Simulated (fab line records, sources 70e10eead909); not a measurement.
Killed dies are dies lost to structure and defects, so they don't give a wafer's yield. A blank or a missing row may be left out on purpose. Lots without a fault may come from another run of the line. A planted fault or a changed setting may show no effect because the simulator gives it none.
Which tool did it? | flow nand_harc | 13 lots, 39 wafers sampled, at 6 steps of a route of 1159

WHAT THE GAUGES READ, wafer by wafer
NHARC_A_ONON_D1_THK_MEAS_24: measures by ellipsometry.
lot  | measured     | on            | thk_nm (nm)
L489 | day 8 10:34  | film_metro-02 | 994 994 992
L490 | day 8 18:00  | film_metro-02 | 1003 1003 1004
L496 | day 9 20:52  | film_metro-01 | 998 998 999
L495 | day 9 20:52  | film_metro-02 | 1004 1004 1003
L494 | day 9 21:01  | film_metro-02 | 1012 1010 1010
L497 | day 10 06:56 | film_metro-02 | 996 996 995
L502 | day 11 19:45 | film_metro-01 | 1001 1002 1003
L505 | day 12 08:07 | film_metro-02 | 1695 1694 1695
L506 | day 12 15:47 | film_metro-01 | 1690 1691 1691
L507 | day 12 15:47 | film_metro-01 | 997 995 995
L508 | day 12 15:47 | film_metro-02 | 1017 1015 1017
L509 | day 13 06:07 | film_metro-02 | 991 991 990
L511 | day 13 18:03 | film_metro-02 | 1011 1011 1013

NHARC_A_CHANNEL_HOLE_D1_INSPECT_12.
lot  | measured     | on                | raw_defect_count
L489 | day 8 17:26  | defect_inspect-02 | 6 7 3
L490 | day 9 00:05  | defect_inspect-02 | 7 7 5
L496 | day 10 01:38 | defect_inspect-02 | 6 5 0
L495 | day 10 01:22 | defect_inspect-02 | 4 1 5
L494 | day 10 02:46 | defect_inspect-01 | 2 1 5
L497 | day 10 11:19 | defect_inspect-02 | 3 7 1
L502 | day 12 00:27 | defect_inspect-01 | 5 5 3
L507 | day 12 20:32 | defect_inspect-01 | 7 8 4
L508 | day 12 20:49 | defect_inspect-02 | 4 3 3
L509 | day 13 11:17 | defect_inspect-01 | 11 2 2
L511 | day 14 00:13 | defect_inspect-01 | 5 9 4

NHARC_END_SORT_01.
lot  | measured     | on        | killed_at_array | killed_at_other | killed_at_periphery | killed_dies | killed_open | killed_short
L505 | day 24 08:14 | prober-02 | 668 669 673     | 3 2 0           | 6 6 4               | 677 677 677 | 5 4 4       | 2 6 5
L506 | day 24 16:02 | prober-02 | 673 673 671     | 1 0 0           | 3 4 6               | 677 677 677 | 3 4 3       | 2 1 0

WHICH TOOL RAN EACH LOT (tool, then ch and the chambers of the sampled wafers, then the start)
lot  | NHARC_P_M2_DEP_33               | NHARC_A_ZERO_WELL_ETCH_13        | NHARC_A_ONON_D1_DEP_22
L489 | pecvd-03 ch 0,1,2, day 6 15:54  | rie_si-06 ch 0,1,2, day 6 22:02  | pecvd_onon-03 ch 0, day 8 10:03
L490 | pecvd-01 ch 0,1,2, day 7 00:37  | rie_si-06 ch 1,2, day 7 06:32    | pecvd_onon-03 ch 0, day 8 17:28
L496 | pecvd-01 ch 0,1,2, day 8 04:36  | rie_si-06 ch 0,2, day 8 10:40    | pecvd_onon-01 ch 0, day 9 20:21
L495 | pecvd-01 ch 0,1,2, day 8 05:18  | rie_si-05 ch 0,1,3, day 8 11:26  | pecvd_onon-03 ch 0, day 9 20:25
L494 | pecvd-04 ch 0,1,2, day 8 05:50  | rie_si-01 ch 1,2,3, day 8 11:54  | pecvd_onon-04 ch 0, day 9 20:30
L497 | pecvd-01 ch 0,1, day 8 14:12    | rie_si-05 ch 1,2,3, day 8 21:04  | pecvd_onon-04 ch 0, day 10 06:25
L502 | pecvd-04 ch 0,1, day 9 21:52    | rie_si-01 ch 0,1,3, day 10 04:46 | pecvd_onon-04 ch 0, day 11 19:14
L505 | pecvd-03 ch 0,2, day 10 13:43   | rie_si-06 ch 1,3, day 10 19:47   | pecvd_onon-04 ch 0, day 12 07:40
L506 | pecvd-04 ch 0,1,2, day 10 19:50 | rie_si-06 ch 1,3, day 11 01:55   | pecvd_onon-04 ch 0, day 12 15:19
L507 | pecvd-03 ch 0,1,2, day 11 00:23 | rie_si-06 ch 1,3, day 11 06:20   | pecvd_onon-03 ch 0, day 12 15:20
L508 | pecvd-03 ch 0,1,2, day 11 01:59 | rie_si-01 ch 0,2,3, day 11 08:07 | pecvd_onon-01 ch 0, day 12 15:20
L509 | pecvd-01 ch 0,1,2, day 11 12:55 | rie_si-01 ch 0,2,3, day 11 19:05 | pecvd_onon-03 ch 0, day 13 05:35
L511 | pecvd-04 ch 0,1,2, day 12 00:45 | rie_si-01 ch 0,1, day 12 06:59   | pecvd_onon-01 ch 0, day 13 17:33
- NHARC_P_M2_DEP_33: deposits SiCN, target thk 30 nm.
- NHARC_A_ZERO_WELL_ETCH_13: etches the open film in HBr/Cl2, target depth 120 nm, time 40.1 s.
- NHARC_A_ONON_D1_DEP_22: target thk 1000 nm.

WHAT THE TOOLS THEMSELVES READ (means of the sampled wafers that have a number; where no wafer has one, the mark that the record gives instead)
NHARC_P_M2_DEP_33.
lot  | tool     | heater_power_w (W)
L489 | pecvd-03 | 599
L490 | pecvd-01 | 571
L496 | pecvd-01 | 579
L495 | pecvd-01 | 642
L494 | pecvd-04 | 511
L497 | pecvd-01 | 657
L502 | pecvd-04 | 501
L505 | pecvd-03 | 632
L506 | pecvd-04 | 596
L507 | pecvd-03 | 616
L508 | pecvd-03 | 583
L509 | pecvd-01 | 605
L511 | pecvd-04 | 573

NHARC_A_ZERO_WELL_ETCH_13.
lot  | tool      | drypump_motor_current_A (A) | he_backside_leak_sccm (sccm) | oes_product_au (a.u.) | throttle_valve_pct (%)
L489 | rie_si-06 | 5.4                         | 2.81                         | 1.012                 | 26.404
L490 | rie_si-06 | 5.2                         | 2.89                         | 1.002                 | 26.401
L496 | rie_si-06 | 5.6                         | 2.93                         | 1.019                 | 26.409
L495 | rie_si-05 | 6.0                         | 2.47                         | 1.002                 | 26.403
L494 | rie_si-01 | 6.4                         | 2.73                         | 1.000                 | 26.415
L497 | rie_si-05 | 5.6                         | 2.40                         | 1.000                 | 26.404
L502 | rie_si-01 | 6.4                         | 2.55                         | 1.003                 | 26.400
L505 | rie_si-06 | 5.6                         | 2.69                         | 1.001                 | 26.407
L506 | rie_si-06 | 5.6                         | 2.63                         | 1.007                 | 26.401
L507 | rie_si-06 | 5.2                         | 2.81                         | 0.993                 | 26.402
L508 | rie_si-01 | 6.2                         | 2.63                         | 1.012                 | 26.412
L509 | rie_si-01 | 6.2                         | 2.48                         | 1.010                 | 26.402
L511 | rie_si-01 | 6.4                         | 2.67                         | 1.000                 | 26.400

NHARC_A_ONON_D1_DEP_22.
lot  | tool          | n2o_flow_sccm (sccm)
L489 | pecvd_onon-03 | 2005
L490 | pecvd_onon-03 | 2000
L496 | pecvd_onon-01 | 1997
L495 | pecvd_onon-03 | 2000
L494 | pecvd_onon-04 | 1992
L497 | pecvd_onon-04 | 2000
L502 | pecvd_onon-04 | 2006
L505 | pecvd_onon-04 | 2000
L506 | pecvd_onon-04 | 1995
L507 | pecvd_onon-03 | 1999
L508 | pecvd_onon-01 | 1990
L509 | pecvd_onon-03 | 1992
L511 | pecvd_onon-01 | 2002

THE ANSWER, worked out from the rows above alone
Rule: what is usual is taken from the lots themselves. Put in order of their means at a reading, lots are off if they are a third of the lots or fewer, leave a main group of 4 or more, and stand apart from it by a gap of 3 or more times the standard deviation of the main group's means; of several such gaps the widest counts. A main group whose means are all the same, to the digits that the tables above print for the reading, isn't used. A lot without any number at a reading at which 4 lots or more have one is off too. The other lots that the step has rows for count as sound. The gauges are gone through in route order, then the tools' own readings, and for those a lot's mean is taken as printed above. The first step at which some lot is off is used, and at that step the reading that is off furthest; a lot without a number counts as furthest.
Off: L505, L506, at NHARC_A_ONON_D1_THK_MEAS_24 (thk_nm). The main group: mean 1002 nm, standard deviation 7.8.
A tool fits if, at a process step before that reading, it ran every lot that is off, and no sound lot after the first of them. The gauges at NHARC_A_ONON_D1_THK_MEAS_24 are tried like those tools. One fits: pecvd_onon-04 at NHARC_A_ONON_D1_DEP_22. Its last sound lot is L502 (day 11 19:14), its first lot that is off L505 (day 12 07:40): a fault that began between those two fits.

WHAT THE SIMULATOR HAD PUT IN
Process parameter drift: pecvd_onon-04, from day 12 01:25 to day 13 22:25, at NHARC_A_ONON_D1_DEP_22. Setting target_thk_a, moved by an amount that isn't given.
Lots struck among those shown: L505, L506. The rule above found the same.
